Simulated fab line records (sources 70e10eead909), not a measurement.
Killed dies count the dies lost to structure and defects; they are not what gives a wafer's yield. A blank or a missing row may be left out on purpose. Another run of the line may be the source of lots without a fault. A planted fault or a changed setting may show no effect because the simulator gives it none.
What tool caused it? | flow nand harc | 24 lots, 72 wafers sampled, at 3 steps of a route of 1302

## WHAT THE GAUGES SHOWED, per wafer
NHARC_P_BONDPAD_CD_MEAS_09 targets a cd of 500 nm. Usual: 501.1 nm for cd nm, sd 2.
lot  | measured     | on        | cd nm (nm)        | flag
L074 | day 7 00:10  | cd sem-03 | 500.6 501.4 500.7 |
L075 | day 7 00:44  | cd sem-03 | 501.3 502.2 503.4 |
L076 | day 7 10:10  | cd sem-03 | 503.5 499.1 502.2 |
L077 | day 8 00:43  | cd sem-03 | 500.0 500.1 502.3 |
L079 | day 8 12:08  | cd sem-03 | 500.7 504.0 498.1 |
L078 | day 8 12:55  | cd sem-01 | 499.5 501.1 497.5 |
L080 | day 9 10:49  | cd sem-02 | 502.4 499.0 502.9 |
L081 | day 9 17:52  | cd sem-02 | 503.8 504.5 497.5 |
L082 | day 9 20:52  | cd sem-02 | 501.3 501.7 505.1 |
L083 | day 10 07:25 | cd sem-03 | 501.9 503.4 501.2 |
L084 | day 10 18:00 | cd sem-01 | 501.1 502.8 501.7 |
L085 | day 11 08:29 | cd sem-02 | 499.5 499.6 500.3 |
L086 | day 11 13:32 | cd sem-01 | 498.7 502.1 496.9 |
L087 | day 12 02:14 | cd sem-03 | 501.2 503.2 503.1 |
L088 | day 12 12:50 | cd sem-02 | 501.5 502.6 499.4 |
L089 | day 12 15:00 | cd sem-02 | 499.6 500.3 496.1 |
L090 | day 13 04:52 | cd sem-03 | 498.0 501.6 500.7 |
L091 | day 13 17:25 | cd sem-02 | 502.7 502.2 503.0 |
L092 | day 14 08:46 | cd sem-01 | 503.4 502.0 498.6 |
L093 | day 14 09:56 | cd sem-01 | 499.2 502.4 503.1 |
L094 | day 14 20:35 | cd sem-01 | 503.0 502.1 497.0 |
L096 | day 15 11:47 | cd sem-03 | 502.0 501.3 501.7 |
L095 | day 15 13:02 | cd sem-01 | 501.6 503.9 500.0 |
L097 | day 16 00:44 | cd sem-01 | 501.8 500.2 502.9 |

NHARC_A_ZERO_WELL_INSPECT_17. Usual: 11 for raw defect count, sd 6.
lot  | measured     | on                | raw defect count | flag
L074 | day 7 05:43  | defect inspect-01 | 13 3 4           |
L075 | day 7 06:18  | defect inspect-02 | 22 11 20         |
L076 | day 7 15:39  | defect inspect-02 | 9 11 5           |
L077 | day 8 06:20  | defect inspect-02 | 10 6 4           |
L079 | day 8 17:41  | defect inspect-02 | 8 9 16           |
L078 | day 8 18:25  | defect inspect-02 | 9 8 19           |
L080 | day 9 16:27  | defect inspect-01 | 11 8 14          |
L081 | day 9 23:24  | defect inspect-01 | 8 19 11          |
L082 | day 10 02:27 | defect inspect-02 | 11 16 9          |
L083 | day 10 12:59 | defect inspect-01 | 12 5 11          |
L084 | day 10 23:40 | defect inspect-02 | 13 18 21         |
L085 | day 11 14:12 | defect inspect-02 | 15 14 9          |
L086 | day 11 19:00 | defect inspect-02 | 10 6 5           |
L087 | day 12 07:57 | defect inspect-01 | 7 3 14           |
L088 | day 12 18:26 | defect inspect-01 | 8 5 13           |
L089 | day 12 20:37 | defect inspect-02 | 7 8 31           |
L090 | day 13 10:28 | defect inspect-01 | 17 22 25         |
L091 | day 13 23:01 | defect inspect-02 | 11 12 5          |
L092 | day 14 14:19 | defect inspect-01 | 4 3 2            |
L093 | day 14 15:34 | defect inspect-02 | 10 7 4           |
L094 | day 15 02:11 | defect inspect-01 | 12 13 5          |
L096 | day 15 17:25 | defect inspect-01 | 12 6 12          |
L095 | day 15 18:37 | defect inspect-01 | 6 11 5           |
L097 | day 16 06:08 | defect inspect-01 | 10 20 6          |

NHARC_A_CHANNEL_HOLE_D1_CD_MEAS_10 targets a cd of 100 nm. Usual: 100.1 nm for cd nm, sd 0.63.
lot  | measured     | on        | cd nm (nm)        | flag
L074 | day 8 18:04  | cd sem-03 | 99.5 99.5 100.1   |
L075 | day 8 17:56  | cd sem-02 | 99.2 99.8 100.0   |
L076 | day 9 06:43  | cd sem-01 | 100.1 99.8 99.6   |
L077 | day 9 20:55  | cd sem-03 | 101.3 99.9 100.1  |
L079 | day 10 07:43 | cd sem-01 | 99.3 100.8 100.7  |
L078 | day 10 07:21 | cd sem-02 | 99.2 99.5 99.9    |
L080 | day 11 09:23 | cd sem-01 | 99.7 99.3 99.2    |
L081 | day 11 20:39 | cd sem-02 | 100.9 100.3 100.4 |
L082 | day 11 20:11 | cd sem-03 | 99.3 99.5 99.7    |
L083 | day 12 03:22 | cd sem-02 | 100.2 100.6 100.3 |
L084 | day 12 15:39 | cd sem-03 | 99.0 99.0 99.5    |
L085 | day 13 06:56 | cd sem-02 | 101.2 100.9 100.4 |
L086 | day 13 05:35 | cd sem-03 | 100.6 100.1 100.1 |
L087 | day 13 21:29 | cd sem-01 | 101.4 100.7 101.0 |
L088 | day 14 10:56 | cd sem-01 | 99.7 99.8 99.9    |
L089 | day 14 09:21 | cd sem-03 | 99.8 100.7 100.2  |
L090 | day 15 03:49 | cd sem-03 | 100.6 101.1 100.4 |
L091 | day 15 11:22 | cd sem-03 | 100.3 99.5 99.2   |
L092 | day 16 03:04 | cd sem-01 | 99.8 99.9 99.5    |
L093 | day 16 04:27 | cd sem-01 | 100.8 99.2 99.6   |
L094 | day 16 19:28 | cd sem-02 | 99.0 99.9 100.2   |
L096 | day 17 21:21 | cd sem-01 | 100.8 100.2 100.8 |
L095 | day 17 19:26 | cd sem-03 | 99.8 100.0 99.0   |
L097 | day 17 23:04 | cd sem-03 | 100.6 100.6 100.9 |

## WHICH TOOL RAN EACH LOT (tool, then ch and the chambers of the sampled wafers, then the start)
There is no process step in the record ahead of these readings.

## AS READ BY THE TOOLS THEMSELVES (means over the sampled wafers that have a number; for cases with no such wafer, the mark the record gives instead)
The record holds no such reading with a usual standard deviation.

## THE ANSWER, worked out from the rows above alone
Rule: a lot is off if the mean of its wafers that have a number lies more than 3 standard deviations from the usual mean. A lot without any number at a reading at which 4 lots or more have one is off too. All remaining lots with rows at the step are treated as sound. The gauges are gone through in route order, then the tools' own readings, and for those a lot's mean is taken as printed above. At the first step where some lot is off, the reading lying furthest off is the one used; lots without a number count as furthest.
No lot is off at any reading shown: from this, nothing can be told.

## WHAT HAD BEEN PUT IN BY THE SIMULATOR
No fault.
